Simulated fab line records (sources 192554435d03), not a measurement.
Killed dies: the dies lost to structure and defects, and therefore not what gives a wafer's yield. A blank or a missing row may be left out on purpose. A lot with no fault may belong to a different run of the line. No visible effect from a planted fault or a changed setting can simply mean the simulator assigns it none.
8D (eight disciplines) problem report, filled in by code	flow n5Finfet	the parts of the form that need people (team, actions taken, sign-off) are left out

1. PROBLEM STATEMENT
Mean of rawDefectCount at N5_FIN_SAQP_INSPECT_40: 723 across 6 wafers in 2 lots; on wafers with no fault it is 223 (standard deviation 60). Measured from the usual mean, that is +8.3 standard deviations.
The step: inspects for defects (brightfield).
Earliest sighting: wafer L987.2 on defectInspect-02 at day 5 09:17. Wafers with a number at this step in the record: 12, from 4 lots. Rule for "out", or "out of limits": more than 4 standard deviations from the usual mean. The other wafers with a number count as sound.

2. WHAT THIS IS AND IS NOT
question	is	is not
which readings at this step	rawDefectCount	-
which lots	L987, L988	L986, L994
which wafers of those lots	all that have a number	-
read on which gauges	defectInspect-02	defectInspect-01
when	from day 5 09:17	up to then (3 sound wafers); but 3 sound wafers of L994 came after

3. WHAT RULES OUT EACH SUSPECT
Counting: a tool at a process step up to the reading stays a suspect if it ran every lot that is out and no sound lot after the first of them.
- ruled out: the gauge at N5_FIN_SAQP_INSPECT_40. All the wafers that are out were read on defectInspect-02, but those of them that N5_FIN_CUT_INSPECT_10 has rows for are out there too, on other tools.
- rieSi-06 at N5_FIN_SAQP_MANDREL_ETCH_58 (etches a-Si in HBr/Cl2, stops on SiNx, target depth 45 nm, bt time 10 s, time 27 s): kept. It ran every lot that is out, first L987 (day 5 06:38), and no sound lot after that; its last sound lot up to then is L986 (day 5 01:35).
The count leaves rieSi-06 at N5_FIN_SAQP_MANDREL_ETCH_58.

4. THE CAUSE (what the simulator had put in)
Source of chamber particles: rieSi-06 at N5_FIN_SAQP_MANDREL_ETCH_58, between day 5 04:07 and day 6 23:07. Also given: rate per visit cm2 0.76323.
After counting, this tool was the only one left.

5. THE CHAIN OF EFFECTS, in route order
Rows list readings where the struck wafers' mean (over those with a number) sits beyond 3 standard deviations from the usual. Only readings for which the record gives a usual standard deviation are gone through. hours: the time from each lot's start at the first step in this table that gives one to its start at this step, as a median over the lots. sigmas: the change in usual standard deviations.
hours	step	reading	usual	on struck wafers	change	sigmas
0	N5_FIN_SAQP_INSPECT_40	rawDefectCount	223	723	+500	+8.3
0	N5_FIN_CUT_INSPECT_10	rawDefectCount	40	541	+501	+50
1	N5_FIN_CUT_INSPECT_17	rawDefectCount	228	725	+497	+8.2
280	N5_PASSIVATION_PROBE_49	defectLimitedYield	91.5 %	84.7	-6.8	-4.5
280	N5_PASSIVATION_PROBE_49	killedAtFrontEnd	38	122	+84	+8.6
280	N5_PASSIVATION_PROBE_49	killedDies	101	181	+80	+4.4
280	N5_PASSIVATION_PROBE_49	sort_bin_5_function	5.0 %	9.8	+4.8	+4.8
280	N5_PASSIVATION_PROBE_49	sortNPass	1079	999	-80	-4.4
280	N5_PASSIVATION_PROBE_49	sortYieldPct	91.5 %	84.7	-6.8	-4.5
Process steps it contains:
- N5_PASSIVATION_PROBE_49
Later measuring or inspecting steps at which every struck wafer that the step has a row for has a number for every such reading, and none has moved that far: N5_BEOL_M4_RC_MEAS_101.

6. WHAT WOULD HAVE CAUGHT IT SOONER
In this record the first reading out of limits at a measuring or inspecting step was taken at day 5 09:17, 5 hours after the fault began at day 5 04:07.
An alarm limit of 4 standard deviations would not have fired on the tool readings at N5_FIN_SAQP_MANDREL_ETCH_58 for which the record gives a usual standard deviation, since none of them was out on any struck wafer.
L988, from the lots that are out (2), started N5_FIN_SAQP_MANDREL_ETCH_58 on rieSi-06 later than day 5 09:17. A hold on the tool at that time would have spared it.
